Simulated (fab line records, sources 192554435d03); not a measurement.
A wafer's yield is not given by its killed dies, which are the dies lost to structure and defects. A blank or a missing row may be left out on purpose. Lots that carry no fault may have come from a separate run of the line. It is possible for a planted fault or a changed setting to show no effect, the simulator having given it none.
fab line records -- flow n5Finfet
[record] lots = 5, wafers = 15, lastDay = 17
route steps=1938 shown MOL_CONTACT_COAG@569 BEOL_M4@1111
lots with no fault: from the same line, run without faults
startH: hours from the record's opening day to when the first of the lot's shown wafers began -- waitH: hours from the lot's prior step to this one -- " the same as in the row above -- L1.1+2: a single row standing in for several wafers -- - no value, or no start was given -- * or withheld: withheld -- < > ~ a bound
route shown NAME@n: names a module that has steps shown in the file, with the first one's number in the route -- usual: mean/standard deviation of fault-free wafers -- same: alike in all rows -- chamber/n: place in a boat -- sites: each site's reading -- _std_site: the standard deviation of these -- _edge_site: inner sites' mean taken away from outer sites' mean -- radiusMm: for every site, how far away it sits from the centre of the wafer -- mask NAME#n: copy n -- behind: tool/chamber where the wafer was last shaped -- hold: what put the lot on hold/how long, in hours/how the hold closed -- device: names the non-switching transistor (n, p or np) -- end of line: the route-end tests of the same wafers -- a step without rows: its recipe alone -- killed: dies that structure and defects cost at the first sort, which is not the same as the wafer's yield -- map: a wafer's dies, x killed, . not, _ none there
set.NAME: the setting as run; set.NAME@STEP: as run at that earlier step -- model.NAME: the simulator's own value behind a step, which no gauge read
lots at some steps of the route; a table a step, a row a wafer
services: from which hour (startH, from the record's first day; less than 0 if before it) a tool's chamber was out of use, for how many hours, and why
[[steps]]
[step N5_MOL_CONTACT_COAG_SOFTBAKE_79]
[recipe] tempC = 110, timeS = 60, resist = CAR-EUV
[step N5_MOL_CONTACT_COAG_EXPOSE_81]
[recipe] maskId = VG, na = 0.33, sourceShape = annular, sigmaInner = 0.3, sigmaOuter = 0.7, polarization = unpolarized, defocusNm = 0, doseMj = 59.5
[step N5_MOL_CONTACT_COAG_PEB_82]
[recipe] pebTempC = 100, pebTimeS = 60, resist = CAR-EUV
[step N5_MOL_CONTACT_COAG_DEVELOP_83]
[recipe] developTimeS = 30, developer = TMAH, resist = CAR-EUV, rinseLiquid = surfactantRinse, dry = airSpin, devTempC = 23
[step N5_MOL_CONTACT_COAG_DESCUM_88]
[recipe] chemistry = O2, timeS = 7, sourcePowerW = 50, biasPowerW = 20, pressureMtorr = 20, rfFrequencyHz = 2.712e+07, tempC = 40, resist = CAR-EUV, o2FlowSccm = 225
[step N5_MOL_CONTACT_COAG_ETCH_89]
[recipe] chemistry = N2/H2, target = underlayer, targetDepthA = 130, maskMaterial = CAR-EUV, timeS = 10.4, ionEnergyEv = 200, pressureMtorr = 30, sourceW = 840, biasW = 150, n2FlowSccm = 200, h2FlowSccm = 200, ends = cleared
[step N5_MOL_CONTACT_COAG_ETCH_90]
[recipe] chemistry = CF4, target = SiARC, targetDepthA = 130, maskMaterial = CAR-EUV, timeS = 21.7, ionEnergyEv = 80, pressureMtorr = 40, sourceW = 545, biasW = 36, Ar_flow_sccm = 100, cf4FlowSccm = 100, ends = cleared
[step N5_MOL_CONTACT_COAG_ALD_131]
[recipe] material = SiO2, targetThkA = 50, tempC = 100, aldPrecursorFamily = BDEAS, aldCoReactant = O2-plasma, pulseTimeS = 1, coReactantPulseTimeS = 1, purgeTimeS = 2, coReactantPurgeTimeS = 2, aldCycles = 35, pressureTorr = 2
[step N5_MOL_CONTACT_COAG_ETCHBACK_132]
[recipe] chemistry = CHF3, target = SiO2, targetDepthA = 100, timeS = 6.7, ionEnergyEv = 200, pressureMtorr = 30, sourceW = 610, biasW = 170, Ar_flow_sccm = 200, CHF3_flow_sccm = 50
[step N5_MOL_CONTACT_COAG_ETCH_91]
[recipe] chemistry = N2/H2, target = SOC, targetDepthA = 600, overetchA = 210, maskMaterial = SiARC, tempC = 40, timeS = 101.2, ionEnergyEv = 200, pressureMtorr = 30, sourceW = 840, biasW = 150, n2FlowSccm = 200, h2FlowSccm = 200
[usual] drypumpMotorCurrentA = 5.7/0.55, oesProductAu = 0.69/0.085, rfFwdPowerW = 835/3.1, rfVppV = 523.4/2.4, showerheadPlenumPTorr = 2.52/0.08, throttleValvePct = 17.78/0.22
[same] timeS = 101.2
lot.wafer,tool,chamber,startH,waitH,drypumpMotorCurrentA,oesProductAu,rfFwdPowerW,rfHoursCounterH,rfVppV,showerheadPlenumPTorr,throttleValvePct,model.SiARC_of_MOL_CONTACT_COAG_COAT_76.thkNm
L382.2,rieDiel-01,2,143.96,0.0,5.1,0.57,840,242,522.8,2.50,17.85,5.6
L382.3,rieDiel-01,3,143.96,0.0,6.1,0.80,835,2,523.0,2.50,17.69,5.8
L382.5,rieDiel-01,3,143.96,0.0,6.1,0.80,836,-,522.6,2.50,17.68,5.8
L385.2,rieDiel-01,3,166.74,0.0,6.1,0.77,1037,12,485.4,2.50,17.71,5.2
L385.3,rieDiel-01,1,166.74,0.0,6.7,0.81,1034,2,486.4,2.50,17.81,5.2
L385.4,rieDiel-01,1,166.74,0.0,6.7,0.81,1036,-,485.4,2.50,17.81,5.2
L388.1,rieDiel-01,1,187.22,0.0,6.7,0.79,1033,8,486.8,2.49,17.81,5.2
L388.4,rieDiel-01,0,187.22,0.0,6.0,0.66,1038,126,488.1,2.54,17.74,5.6
L388.6,rieDiel-01,3,187.22,0.0,6.1,0.75,1043,-,486.7,2.49,17.71,5.2
L390.3,rieDiel-01,3,192.36,0.0,6.1,0.75,1039,21,486.0,2.49,17.73,5.2
L390.4,rieDiel-01,1,192.36,0.0,6.7,0.78,1035,10,486.1,2.49,17.83,5.2
L390.6,rieDiel-01,3,192.36,0.0,6.1,0.75,1040,-,485.9,2.49,17.71,5.2
L396.1,rieDiel-06,3,227.96,0.0,5.3,0.74,831,33,523.5,2.49,17.44,5.6
L396.5,rieDiel-06,1,227.96,0.0,4.9,0.66,836,-,524.0,2.54,17.59,5.8
L396.6,rieDiel-06,2,227.96,0.0,5.5,0.70,834,-,525.8,2.58,18.03,5.8
[step N5_MOL_CONTACT_COAG_STRIP_92]
[recipe] chemistry = N2/H2, tempC = 40, n2FlowSccm = 200, h2FlowSccm = 200, rfFrequencyHz = 6e+07
[step N5_BEOL_M4_RC_MEAS_101]
[usual] DIBL_N = 36.2/1.6, DIBL_P = 36.1/2, IOFF_N = 0.16/0.032, IOFF_P = 0.22/0.036, ION_N = 672/11, ION_P = 463/7.5, SS_N = 71.4/0.58, SS_P = 73.2/0.67, VT_N = 250/3.3, VT_P = -250/3.3
lot.wafer,tool,chamber,startH,waitH,DIBL_N[mV/V],DIBL_P[mV/V],IOFF_N[nA/um],IOFF_P[nA/um],ION_N[uA/um],ION_P[uA/um],SS_N[mV/dec],SS_P[mV/dec],VT_N[mV],VT_P[mV]
L382.2,prober-02,0,213.60,0.2,34.2,35.1,0.14,0.18,670,456,70.9,73.0,251,-256
L382.3,prober-02,0,213.60,0.2,35.7,36.1,0.17,0.19,671,453,71.5,73.5,248,-253
L382.5,prober-02,0,213.60,0.2,34.4,34.1,0.13,0.17,661,449,71.0,73.1,253,-258
L385.2,prober-02,0,234.53,0.2,36.8,37.7,0.19,0.24,692,470,72.0,73.8,246,-249
L385.3,prober-02,0,234.53,0.2,37.0,38.1,0.20,0.26,688,471,72.2,74.4,244,-248
L385.4,prober-02,0,234.53,0.2,33.3,33.7,0.12,0.17,653,455,71.4,72.2,253,-252
L388.1,prober-02,0,253.54,0.0,35.8,37.1,0.16,0.21,677,466,71.4,73.5,250,-248
L388.4,prober-02,0,253.54,0.0,36.6,38.8,0.20,0.25,684,470,71.9,74.4,244,-250
L388.6,prober-02,0,253.54,0.0,35.6,36.5,0.16,0.21,676,459,71.0,73.3,249,-250
L390.3,prober-02,0,270.54,0.3,38.1,39.2,0.21,0.26,676,460,71.8,74.0,244,-247
L390.4,prober-02,0,270.54,0.3,38.1,38.5,0.19,0.26,684,460,72.0,73.7,248,-246
L390.6,prober-02,0,270.54,0.3,38.0,38.3,0.22,0.26,690,469,71.6,74.0,242,-244
L396.1,prober-02,0,294.82,0.0,34.8,34.8,0.14,0.20,667,461,70.8,72.5,252,-248
L396.5,prober-02,0,294.82,0.0,36.3,34.7,0.16,0.19,667,459,72.1,73.4,253,-250
L396.6,prober-02,0,294.82,0.0,35.2,34.6,0.13,0.19,668,463,71.0,73.1,254,-248
[[services]]
tool,chamber,startH,hours,kind
rieDiel-01,1,141.67,-,clean
rieDiel-01,1,141.67,-,consumableReplace:focusRing
rieDiel-01,1,141.67,20.2,scheduledDown
rieDiel-01,1,141.67,20.2,ventCycle
rieDiel-06,0,141.86,-,clean
rieDiel-06,0,141.86,-,consumableReplace:focusRing
rieDiel-06,0,141.86,-,consumableReplace:showerhead
rieDiel-06,0,141.86,17.7,scheduledDown
rieDiel-06,0,141.86,17.7,ventCycle
rieDiel-01,2,162.14,-,clean
rieDiel-01,2,162.14,-,consumableReplace:focusRing
rieDiel-01,2,162.14,15.7,scheduledDown
rieDiel-01,2,162.14,15.7,ventCycle
rieDiel-06,2,212.80,6.6,repair
[[key]]
[firstSign] step = N5_MOL_CONTACT_COAG_ETCH_91, reading = rfFwdPowerW, direction = up, sigmas = 66, usual = *, struck = *
[effect] step = N5_MOL_CONTACT_COAG_ETCH_91, reading = rfVppV, direction = down, sigmas = 15, usual = 523.4, struck = 486.3
[modelEffect] step = N5_MOL_CONTACT_COAG_ETCH_91, value = SiARC_of_MOL_CONTACT_COAG_COAT_76.thkNm, without = 5.844, struck = 5.244
metAt N5_MOL_CONTACT_COAG_ETCH_91
struckWafers L385.2,L385.3,L385.4,L388.1,L388.4,L388.6,L390.3,L390.4,L390.6
onsetBetween 143.96 166.74
[fault] kind = processParameterDrift, tool = rieDiel-01, chamber = -, onsetH = 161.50, steps = N5_MOL_CONTACT_COAG_ETCH_91, channel = sourceW, offset = 201.6, shape = step, endH = 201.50, actsIn = theseRecipesOnly, stated = 840
